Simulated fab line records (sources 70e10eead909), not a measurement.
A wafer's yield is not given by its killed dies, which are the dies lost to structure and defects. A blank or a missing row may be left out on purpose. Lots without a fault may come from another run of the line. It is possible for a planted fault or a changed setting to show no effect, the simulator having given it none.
fab line records	flow nandHarc	part 1 of 2: steps 1 to 28 of 37
[record] lots = 5	wafers = 15	lastDay = 33
route steps=1302 shown THIN_TSV@1260
lots untouched by any fault: they come from a run of this same line in which no faults occurred
startH: hours from the record's first day to the start of the lot's first wafer shown	waitH: how many hours have passed since the lot's step before this one	" unchanged from the row above	L1.1+2: a single row standing in for several wafers	- either no value or no given start	* or withheld: withheld	< > ~ a bound
route shown NAME@n: a module of which the file shows steps, and the number in the route of the first	usual: mean and standard deviation over wafers with no fault	same: alike in all rows	chamber/n: place in a boat	sites: per-site readings	_std_site: the values' standard deviation	_edge_site: the outer-site mean with the inner-site mean subtracted	radiusMm: how far each site lies from the wafer's centre	mask NAME#n: copy n	behind: the last tool/chamber to shape the wafer	hold: cause of the lot's hold/its duration in hours/its outcome	device: which transistor (n, p or np) failed to switch	end of line: the route-end tests of the same wafers	a step with no rows: only its recipe	killed: dies that structure and defects cost at the first sort, which is not the same as the wafer's yield	map: a wafer's dies, marking killed ones x, the rest . and places with no die _
set.NAME: the run value of the setting; set.NAME@STEP: its run value at that earlier step	model.NAME: the simulator's own value behind a step, which no gauge read
a table for each step, a row for each wafer; lots at some steps of the route
services: when a tool's chamber went out of use (startH, in hours from the record's first day, below 0 if earlier), for how many hours, and the reason
[[steps]]
[step NHARC_THIN_TSV_HARDBAKE_13]
[recipe] tempC = 125	timeS = 80
lot.wafer	tool	chamber	startH	waitH
L081.2+4+5	lithoTrack-03	0	604.03	-
L090.1+4+5	lithoTrack-02	0	699.07	-
L092.2+3+4	lithoTrack-03	0	730.55	-
L095.2+3+6	lithoTrack-02	0	764.12	-
L096.2+5+6	lithoTrack-03	0	769.95	-
[step NHARC_THIN_TSV_DESCUM_14]
[recipe] timeS = 3	o2FlowSccm = 200	arFlowSccm = 0	biasPowerW = 0	chemistry = O2
[usual] drypumpMotorCurrentA = 5.7/0.45	mfcArSccm = 0.008/0.012	o2FlowSccm = 200.0/0.67	oesProductAu = 0.996/0.01	rfVppV = 57.9/0.93	showerheadPlenumPTorr = 1.91/0.087	throttleValvePct = 11.311/0.0087
lot.wafer	tool	chamber	startH	waitH	drypumpMotorCurrentA	mfcArSccm	o2FlowSccm	oesProductAu	rfHoursCounterH	rfVppV	showerheadPlenumPTorr	throttleValvePct
L081.2	rieDiel-06	3	604.11	-	5.9	0	199.7	0.982	7.1	59.4	2.06	11.290
L081.4	"	1	"	"	4.9	0.018	199.3	1.010	6.8	58.5	1.82	11.307
L081.5	"	3	"	"	5.8	0	200.3	0.988	-	59.2	2.06	11.318
L090.1	rieDiel-02	3	699.15	-	5.7	0	199.8	0.992	6.9	58.4	1.89	11.310
L090.4	"	0	"	"	5.5	0.001	200.5	1.002	6.7	57.5	1.78	11.301
L090.5	"	3	"	"	5.7	0	200.7	1.002	-	57.9	1.89	11.321
L092.2	rieDiel-01	0	730.62	-	5.5	0	199.9	1.018	7.9	56.7	1.80	11.320
L092.3	"	1	"	"	6.5	0.028	199.6	1.001	7.9	59.3	1.96	11.318
L092.4	"	2	"	"	5.4	0	199.5	0.986	8.3	58.1	1.89	11.315
L095.2	rieDiel-01	1	764.20	-	6.5	0.028	201.0	1.002	1.4	56.8	1.96	11.303
L095.3	"	3	"	"	6.4	0	199.8	0.998	1.5	59.0	1.99	11.306
L095.6	"	1	"	"	6.5	0.028	200.6	0.997	-	57.0	1.96	11.334
L096.2	rieDiel-06	3	770.05	-	5.8	0	199.7	0.989	3.8	58.7	2.05	11.321
L096.6	"	0	"	"	6.0	0	200.2	0.978	-	57.8	2.04	11.324
L096.5	"	1	"	"	5.0	0.018	200.2	1.002	-	57.9	1.82	11.331
[step NHARC_THIN_TSV_ETCH_44]
[recipe] targetDepthA = 15942	timeS = 797.1	cf4FlowSccm = 150	o2FlowSccm = 10	arFlowSccm = 0	rfW = 300	biasW = 800	chemistry = CF4/O2
[usual] drypumpMotorCurrentA = 5.7/0.43	mfcArSccm = 0.007/0.013	o2FlowSccm = 9.997/0.029	oesProductAu = 0.995/0.01	rfVppV = 794/4.9	showerheadPlenumPTorr = 1.84/0.079	throttleValvePct = 16.913/0.0089
lot.wafer	tool	chamber	startH	waitH	drypumpMotorCurrentA	mfcArSccm	o2FlowSccm	oesProductAu	rfHoursCounterH	rfVppV	showerheadPlenumPTorr	throttleValvePct
L081.4	rieDiel-06	3	604.20	0.1	5.8	0	9.980	0.983	7.3	804	1.96	16.920
L081.2	"	2	"	"	5.7	0.035	9.987	0.982	7.0	794	1.85	16.903
L081.5	"	0	"	"	6.0	0	10.014	0.986	-	802	1.95	16.907
L090.4	rieDiel-02	2	699.35	0.2	5.4	0	9.998	1.019	6.8	791	1.78	16.915
L090.1	"	3	"	"	5.7	0	10.017	1.000	7.0	793	1.81	16.921
L090.5	"	0	"	"	5.5	0.001	10.007	1.009	-	786	1.71	16.904
L092.3	rieDiel-01	2	730.71	0.1	5.4	0	10.022	0.990	8.4	794	1.81	16.936
L092.2	"	0	"	"	5.5	0	9.979	1.010	8.0	789	1.73	16.921
L092.4	"	1	"	"	6.5	0.028	10.028	0.997	8.0	796	1.87	16.909
L095.3	rieDiel-01	3	764.28	0.1	6.4	0	10.030	0.989	1.6	800	1.90	16.921
L095.2	"	1	"	"	6.5	0.028	9.984	0.998	1.5	797	1.87	16.926
L095.6	"	0	"	"	5.5	0	9.994	0.995	-	789	1.73	16.902
L096.2	rieDiel-06	3	770.22	0.2	5.8	0	10.028	0.988	4.0	803	1.96	16.898
L096.5	"	1	"	"	4.9	0.018	10.025	0.986	-	789	1.75	16.896
L096.6	"	2	"	"	5.7	0.035	9.978	0.992	-	797	1.85	16.920
[step NHARC_THIN_TSV_ETCH_15]
[recipe] targetDepthA = 30000	boschTargetOveretchCycles = 2	boschEtchStepS = 2.8	boschDepStepS = 1.2	boschCycles = 14
[usual] drypumpMotorCurrentA = 5.3/0.35	heBacksideLeakSccm = 2.67/0.25
lot.wafer	tool	chamber	startH	waitH	drypumpMotorCurrentA	heBacksideLeakSccm	rfHoursCounterH
L081.4	rieSi-03	2	604.79	-	5.4	2.51	0.1
L081.2	"	3	"	"	5.2	2.70	0.1
L081.5	"	0	"	"	4.9	2.32	-
L090.1	rieSi-03	2	699.81	-	5.4	2.85	0.8
L090.4	"	0	"	"	4.9	2.66	0.7
L090.5	"	2	"	"	5.4	3.60	-
L092.4	rieSi-03	3	731.28	-	5.3	2.78	0.9
L092.2	"	0	"	"	4.9	2.67	1.0
L092.3	"	1	"	"	5.9	2.89	1.1
L095.3	rieSi-06	3	764.86	-	5.3	2.44	0.8
L095.2	"	1	"	"	5.0	2.78	1.1
L095.6	"	3	"	"	5.3	2.38	-
L096.2	rieSi-01	0	770.71	-	5.4	2.87	0.2
L096.5	"	2	"	"	4.9	2.41	-
L096.6	"	3	"	"	5.0	2.35	-
[step NHARC_THIN_TSV_CD_MEAS_16]
[usual] cdNm = 999.3/2
lot.wafer	tool	chamber	startH	waitH	cdNm
L081.2	cdSem-03	-	604.91	0.1	1001.9
L081.4	"	-	"	"	999.7
L081.5	"	-	"	"	1000.2
L090.1	cdSem-03	-	699.96	0.1	999.1
L090.4	"	-	"	"	1000.8
L090.5	"	-	"	"	998.1
L092.2	cdSem-02	-	731.43	0.1	999.0
L092.3	"	-	"	"	999.5
L092.4	"	-	"	"	997.6
L095.2	cdSem-03	-	765.00	0.1	1000.0
L095.3	"	-	"	"	1001.9
L095.6	"	-	"	"	999.7
L096.2	cdSem-01	-	770.83	0.1	1000.4
L096.5	"	-	"	"	999.8
L096.6	"	-	"	"	1001.9
[step NHARC_THIN_TSV_STRIP_45]
[recipe] powerW = 1500	tempC = 250	chemistry = O2
[usual] drypumpMotorCurrentA = 5.8/0.49	heaterPowerW = 303/31
lot.wafer	tool	chamber	startH	waitH	drypumpMotorCurrentA	heaterPowerW	rfHoursCounterH
L081.2	plasmaAsher-02	0	604.99	0.1	5.9	250	37
L081.4	"	0	"	"	5.8	254	-
L081.5	"	0	"	"	5.9	254	-
L090.1	plasmaAsher-02	0	700.08	0.1	5.9	271	18
L090.4	"	0	"	"	5.9	260	-
L090.5	"	1	"	"	6.1	307	-
L092.2	plasmaAsher-02	1	731.50	0.1	6.1	303	26
L092.4	"	1	"	"	6.1	311	-
L092.3	"	0	"	"	5.9	259	-
L095.2	plasmaAsher-01	0	765.07	0.1	4.8	322	9
L095.3	"	1	"	"	5.9	332	-
L095.6	"	1	"	"	5.8	335	-
L096.2	plasmaAsher-01	1	770.95	0.1	5.9	340	10
L096.6	"	0	"	"	4.8	335	-
L096.5	"	1	"	"	5.8	328	-
[step NHARC_THIN_TSV_STRIP_46]
[recipe] timeS = 1200	tempC = 72.5	chemistry = postEtchResidueRemover
lot.wafer	tool	chamber	startH	waitH
L081.4+5+2	wetBench-10	0,2,3	605.35	0.2
L090.1+4+5	wetBench-08	6,7,0	700.38	0.3
L092.2+3+4	wetBench-10	3,5,0	731.85	0.3
L095.3+2+6	wetBench-10	3,5,6	765.42	0.2
L096.5+2+6	wetBench-10	6,7,0	771.25	0.1
[step NHARC_THIN_TSV_DEP_47]
[recipe] targetThkA = 2000	tempC = withheld	pressureTorr = 6.5	rfW = 900	teosFlowSccm = 161.4	flowSccm = 2650	targetThkNm = 200	gas = O2	material = SiO2
[usual] throttleValvePct = 15.7/0.45
lot.wafer	tool	chamber	startH	waitH	throttleValvePct
L081.2	pecvd-04	1	605.79	-	16.3
L081.5	"	1	"	"	16.2
L081.4	"	0	"	"	15.6
L090.1	pecvd-03	2	700.88	-	15.2
L090.4	"	1	"	"	15.7
L090.5	"	2	"	"	14.9
L092.3	pecvd-04	2	732.30	-	16.2
L092.2	"	1	"	"	15.7
L092.4	"	1	"	"	16.0
L095.3	pecvd-03	0	765.88	-	16.2
L095.2	"	2	"	"	14.5
L095.6	"	2	"	"	14.7
L096.2	pecvd-04	2	771.70	-	16.4
L096.5	"	2	"	"	16.2
L096.6	"	0	"	"	15.7
[step NHARC_THIN_TSV_ETCHBACK_48]
[recipe] targetDepthA = 10285	overEtchFrac = 0.3	timeS = 405.17	ionEnergyEv = 250	c4f8FlowSccm = withheld	arFlowSccm = withheld	rfW = 600	biasW = 300	chemistry = C4F8/Ar
[usual] oesProductAu = 0.94/0.032	rfVppV = 547/3.5
lot.wafer	tool	chamber	startH	waitH	oesProductAu	rfHoursCounterH	rfVppV
L081.4	rieDiel-02	0	606.19	-	0.99	1.7	541
L081.2	"	3	"	"	0.97	1.7	547
L081.5	"	1	"	"	0.98	-	545
L090.4	rieDiel-06	3	701.23	-	0.98	0.9	553
L090.1	"	1	"	"	0.90	1.7	544
L090.5	"	0	"	"	0.92	-	552
L092.4	rieDiel-01	0	732.70	-	0.93	8.2	544
L092.3	"	1	"	"	0.93	8.2	547
L092.2	"	2	"	"	0.92	8.8	546
L095.2	rieDiel-06	3	766.28	-	0.98	3.7	553
L095.3	"	2	"	"	0.99	3.8	548
L095.6	"	3	"	"	0.98	-	552
L096.2	rieDiel-02	2	772.34	0.6	1.00	3.1	545
L096.5	"	3	"	"	1.00	-	546
L096.6	"	0	"	"	1.01	-	542
[step NHARC_THIN_TSV_STRIP_62]
[recipe] powerW = 1500	tempC = 250	timeS = 20	chemistry = N2/H2
[usual] drypumpMotorCurrentA = 5.6/0.56	heaterPowerW = 313/27
lot.wafer	tool	chamber	startH	waitH	drypumpMotorCurrentA	heaterPowerW	rfHoursCounterH
L081.2	plasmaAsher-01	1	606.66	-	5.9	338	16
L081.4	"	0	"	"	4.8	315	-
L081.5	"	0	"	"	4.8	329	-
L090.1	plasmaAsher-02	1	701.84	-	6.2	308	20
L090.4	"	0	"	"	5.9	261	-
L090.5	"	0	"	"	5.9	260	-
L092.2	plasmaAsher-01	0	733.08	-	4.8	324	3
L092.3	"	1	"	"	5.9	335	-
L092.4	"	0	"	"	4.8	320	-
L095.2	plasmaAsher-02	1	766.94	-	6.2	317	35
L095.3	"	1	"	"	6.2	314	-
L095.6	"	1	"	"	6.2	310	-
L096.2	plasmaAsher-01	0	772.62	-	4.8	326	11
L096.5	"	1	"	"	5.9	332	-
L096.6	"	0	"	"	4.8	328	-
[step NHARC_THIN_TSV_DEGAS_49]
[recipe] tempC = 300	timeS = 120
[usual] heaterPowerW = 485/53
lot.wafer	tool	chamber	startH	waitH	heaterPowerW
L081.4	pvdSputter-02	-	606.80	0.1	439
L081.2	"	-	"	"	456
L081.5	"	-	"	"	468
L090.1	pvdSputter-01	-	702.03	0.2	533
L090.4	"	-	"	"	571
L090.5	"	-	"	"	555
L092.2	pvdSputter-01	-	733.23	0.1	561
L092.4	"	-	"	"	497
L092.3	"	-	"	"	520
L095.2	pvdSputter-02	-	767.12	0.2	428
L095.3	"	-	"	"	466
L095.6	"	-	"	"	423
L096.2	pvdSputter-02	-	772.78	0.1	428
L096.5	"	-	"	"	416
L096.6	"	-	"	"	425
[step NHARC_THIN_TSV_PRE_CLEAN_50]
[recipe] timeS = 30	tempC = 280	gas = H2/He
[usual] heaterPowerW = 428/50
lot.wafer	tool	chamber	startH	waitH	heaterPowerW
L081.2	pvdSputter-02	-	-	-	371
L081.4	"	-	"	"	394
L081.5	"	-	"	"	353
L090.4	pvdSputter-01	-	-	-	497
L090.1	"	-	"	"	434
L090.5	"	-	"	"	478
L092.3	pvdSputter-01	-	-	-	453
L092.4	"	-	"	"	466
L092.2	"	-	"	"	446
L095.2	pvdSputter-02	-	-	-	406
L095.3	"	-	"	"	369
L095.6	"	-	"	"	356
L096.2	pvdSputter-02	-	-	-	365
L096.6	"	-	"	"	367
L096.5	"	-	"	"	370
[step NHARC_THIN_TSV_PVD_19]
[recipe] targetThkA = 200	chamberPressurePa = 5	material = TaN
[usual] throttleValvePct = 30.4/0.98
lot.wafer	tool	chamber	startH	waitH	throttleValvePct
L081.4	pvdSputter-02	-	-	-	30.8
L081.2	"	-	"	"	30.7
L081.5	"	-	"	"	30.7
L090.4	pvdSputter-01	-	-	-	28.8
L090.1	"	-	"	"	31.9
L090.5	"	-	"	"	29.0
L092.3	pvdSputter-01	-	-	-	30.2
L092.4	"	-	"	"	28.9
L092.2	"	-	"	"	32.0
L095.3	pvdSputter-02	-	-	-	30.4
L095.2	"	-	"	"	31.1
L095.6	"	-	"	"	30.4
L096.2	pvdSputter-02	-	-	-	31.1
L096.6	"	-	"	"	30.2
L096.5	"	-	"	"	31.1
[step NHARC_THIN_TSV_PVD_51]
[recipe] targetThkA = 1000	chamberPressurePa = 5	material = Cu
[usual] throttleValvePct = 30.4/0.97
lot.wafer	tool	chamber	startH	waitH	throttleValvePct
L081.4	pvdSputter-02	-	-	-	30.0
L081.2	"	-	"	"	30.7
L081.5	"	-	"	"	30.5
L090.4	pvdSputter-01	-	-	-	31.2
L090.1	"	-	"	"	28.6
L090.5	"	-	"	"	31.9
L092.3	pvdSputter-01	-	-	-	31.1
L092.4	"	-	"	"	29.8
L092.2	"	-	"	"	28.9
L095.3	pvdSputter-02	-	-	-	30.7
L095.2	"	-	"	"	29.8
L095.6	"	-	"	"	30.6
L096.2	pvdSputter-02	-	-	-	31.3
L096.6	"	-	"	"	30.0
L096.5	"	-	"	"	31.1
[step NHARC_THIN_TSV_ECD_20]
[recipe] targetThkA = 20000	material = Cu
lot.wafer	tool	chamber	startH	waitH
L081.2+4+5	ecdCu-01	1	607.36	-
L090.1+4+5	ecdCu-02	0	702.58	-
L092.2+4+3	ecdCu-01	0,1,0	733.79	-
L095.2+3+6	ecdCu-01	1,0,1	767.67	-
L096.2+5+6	ecdCu-01	0,0,1	773.22	-
[step NHARC_THIN_TSV_ANNEAL_52]
[recipe] tempC = 225	timeS = 90
[usual] annealTempCMax = 226.23/0.28	wafer_temp_C_max = 225.9/0.32
lot.wafer	tool	chamber	startH	waitH	annealTempCMax	wafer_temp_C_max
L081.2	rtpAnneal-01	0	608.04	0.6	226.27	225.5
L081.4	"	0	"	"	225.96	225.8
L081.5	"	0	"	"	226.19	225.4
L090.1	rtpAnneal-02	0	703.20	0.5	226.37	226.5
L090.4	"	0	"	"	226.32	225.9
L090.5	"	0	"	"	226.68	226.2
L092.2	rtpAnneal-02	0	734.49	0.6	226.56	226.4
L092.3	"	0	"	"	226.33	226.4
L092.4	"	0	"	"	225.82	226.4
L095.2	rtpAnneal-02	0	768.37	0.6	226.47	226.4
L095.3	"	0	"	"	226.05	225.7
L095.6	"	0	"	"	226.51	225.9
L096.2	rtpAnneal-02	0	774.00	0.7	226.46	226.4
L096.5	"	0	"	"	226.36	226.0
L096.6	"	0	"	"	225.96	225.8
[step NHARC_THIN_TSV_CMP_21]
[recipe] tOverpolishS = 30	targetThkNm = 2000
[usual] motorCurrentA = 12.1/1.1	overpolishRunS = 30.000/0.0092
lot.wafer	tool	chamber	startH	waitH	motorCurrentA	overpolishRunS
L081.4	cmp-03	2	608.34	-	11.7	30.007
L081.2	"	0	"	"	14.1	30.000
L081.5	"	3	"	"	12.3	29.990
L090.4	cmp-03	0	703.61	-	13.4	30.012
L090.1	"	1	"	"	10.2	29.996
L090.5	"	3	"	"	13.1	29.989
L092.2	cmp-02	2	734.82	-	11.9	30.008
L092.4	"	3	"	"	10.1	29.998
L092.3	"	0	"	"	13.7	29.998
L095.3	cmp-01	1	768.69	-	12.2	30.012
L095.2	"	3	"	"	10.7	29.986
L095.6	"	0	"	"	13.1	29.995
L096.2	cmp-01	2	774.33	-	11.5	29.992
L096.6	"	1	"	"	12.1	29.999
L096.5	"	2	"	"	12.1	30.003
[step NHARC_THIN_TSV_SRD_23]
lot.wafer	tool	chamber	startH	waitH
L081.2+4+5	wetBench-10	0,1,3	608.71	0.0
L090.4+1+5	wetBench-08	7,1,3	703.91	0.0
L092.4+3+2	wetBench-10	4,5,7	735.15	0.0
L095.6+2+3	wetBench-10	5,7,1	769.02	0.0
L096.6+2+5	wetBench-10	3,5,0	774.66	0.0
[step NHARC_THIN_TSV_DEGAS_53]
[recipe] tempC = 300	timeS = 60
[usual] heaterPowerW = 471/52
lot.wafer	tool	chamber	startH	waitH	heaterPowerW
L081.2	pvdSputter-02	-	608.79	0.1	455
L081.4	"	-	"	"	414
L081.5	"	-	"	"	447
L090.1	pvdSputter-02	-	704.00	0.1	418
L090.4	"	-	"	"	479
L090.5	"	-	"	"	420
L092.4	pvdSputter-01	-	735.26	0.1	529
L092.2	"	-	"	"	564
L092.3	"	-	"	"	514
L095.2	pvdSputter-02	-	769.13	0.1	408
L095.3	"	-	"	"	476
L095.6	"	-	"	"	416
L096.2	pvdSputter-03	-	774.77	0.1	407
L096.6	"	-	"	"	473
L096.5	"	-	"	"	400
[step NHARC_THIN_TSV_PRE_CLEAN_54]
[recipe] timeS = 30	tempC = 280	gas = H2/He
[usual] heaterPowerW = 414/44
lot.wafer	tool	chamber	startH	waitH	heaterPowerW
L081.2	pvdSputter-02	-	608.87	0.1	354
L081.4	"	-	"	"	384
L081.5	"	-	"	"	380
L090.1	pvdSputter-02	-	704.10	0.1	365
L090.4	"	-	"	"	367
L090.5	"	-	"	"	415
L092.2	pvdSputter-01	-	735.33	0.1	448
L092.3	"	-	"	"	472
L092.4	"	-	"	"	488
L095.2	pvdSputter-02	-	769.19	0.1	422
L095.3	"	-	"	"	378
L095.6	"	-	"	"	411
L096.2	pvdSputter-03	-	774.85	0.1	402
L096.5	"	-	"	"	344
L096.6	"	-	"	"	348
[step NHARC_THIN_TSV_PVD_55]
[recipe] targetThkA = 500	material = TiN
lot.wafer	tool	chamber	startH	waitH
L081.2+4+5	pvdSputter-02	-	608.97	0.1
L090.4+1+5	pvdSputter-02	-	704.18	0.1
L092.2+3+4	pvdSputter-01	-	735.40	0.1
L095.2+3+6	pvdSputter-02	-	769.29	0.1
L096.2+6+5	pvdSputter-03	-	774.91	0.0
[step NHARC_THIN_TSV_PVD_24]
[recipe] targetThkA = 8000	powerW = withheld	chamberPressurePa = withheld	substrateTempC = withheld	timeS = withheld	gas = Ar	material = Al
lot.wafer	tool	chamber	startH	waitH
L081.2+4+5	pvdSputter-02	-	609.10	0.1
L090.4+1+5	pvdSputter-02	-	704.36	0.2
L092.3+2+4	pvdSputter-01	-	735.60	0.1
L095.2+3+6	pvdSputter-02	-	769.42	0.1
L096.2+5+6	pvdSputter-03	-	775.06	0.1
[step NHARC_THIN_TSV_DEHYDRATE_25]
[recipe] tempC = 150	timeS = 120
lot.wafer	tool	chamber	startH	waitH
L081.2+4+5	lithoTrack-05	0	609.51	-
L090.1+4+5	lithoTrack-03	0	704.74	-
L092.2+3+4	lithoTrack-05	0	735.96	-
L095.2+3+6	lithoTrack-02	0	769.83	-
L096.2+5+6	lithoTrack-05	0	775.48	-
[step NHARC_THIN_TSV_HMDS_26]
[recipe] timeS = 30
lot.wafer	tool	chamber	startH	waitH
L081.2+4+5	lithoTrack-05	0	-	-
L090.1+4+5	lithoTrack-03	0	-	-
L092.2+3+4	lithoTrack-05	0	-	-
L095.2+3+6	lithoTrack-02	0	-	-
L096.2+5+6	lithoTrack-05	0	-	-
[step NHARC_THIN_TSV_COAT_27]
[recipe] spinRpm = *
lot.wafer	tool	chamber	startH	waitH
L081.2+4+5	lithoTrack-05	0	-	-
L090.1+4+5	lithoTrack-03	0	-	-
L092.2+3+4	lithoTrack-05	0	-	-
L095.2+3+6	lithoTrack-02	0	-	-
L096.2+5+6	lithoTrack-05	0	-	-
[step NHARC_THIN_TSV_SOFTBAKE_28]
[recipe] tempC = 122	timeS = 95
lot.wafer	tool	chamber	startH	waitH
L081.2+4+5	lithoTrack-05	0	-	-
L090.1+4+5	lithoTrack-03	0	-	-
L092.2+3+4	lithoTrack-05	0	-	-
L095.2+3+6	lithoTrack-02	0	-	-
L096.2+5+6	lithoTrack-05	0	-	-
[step NHARC_THIN_TSV_EBR_29]
lot.wafer	tool	chamber	startH	waitH
L081.2+4+5	lithoTrack-05	0	-	-
L090.1+4+5	lithoTrack-03	0	-	-
L092.2+3+4	lithoTrack-05	0	-	-
L095.2+3+6	lithoTrack-02	0	-	-
L096.2+5+6	lithoTrack-05	0	-	-
[step NHARC_THIN_TSV_EXPOSE_30]
[recipe] na = 0.55	doseMj = 11.47	maskId = PAD
[usual] stageVelMmS = 499.99/0.24
lot.wafer	tool	chamber	startH	waitH	mask	stageVelMmS
L081.2	krfScanner-01	0	609.66	-	PAD#0	500.16
L081.4	"	0	"	"	PAD#0	500.20
L081.5	"	0	"	"	PAD#0	500.62
L090.1	krfScanner-02	0	705.01	-	PAD#0	499.78
L090.4	"	0	"	"	PAD#0	499.83
L090.5	"	0	"	"	PAD#0	500.13
L092.2	krfScanner-04	0	736.23	-	PAD#0	500.15
L092.3	"	0	"	"	PAD#0	500.71
L092.4	"	0	"	"	PAD#0	500.22
L095.2	krfScanner-04	0	770.10	-	PAD#0	500.33
L095.3	"	0	"	"	PAD#0	500.42
L095.6	"	0	"	"	PAD#0	500.14
L096.2	krfScanner-04	0	775.63	-	PAD#0	499.93
L096.5	"	0	"	"	PAD#0	500.14
L096.6	"	0	"	"	PAD#0	500.26
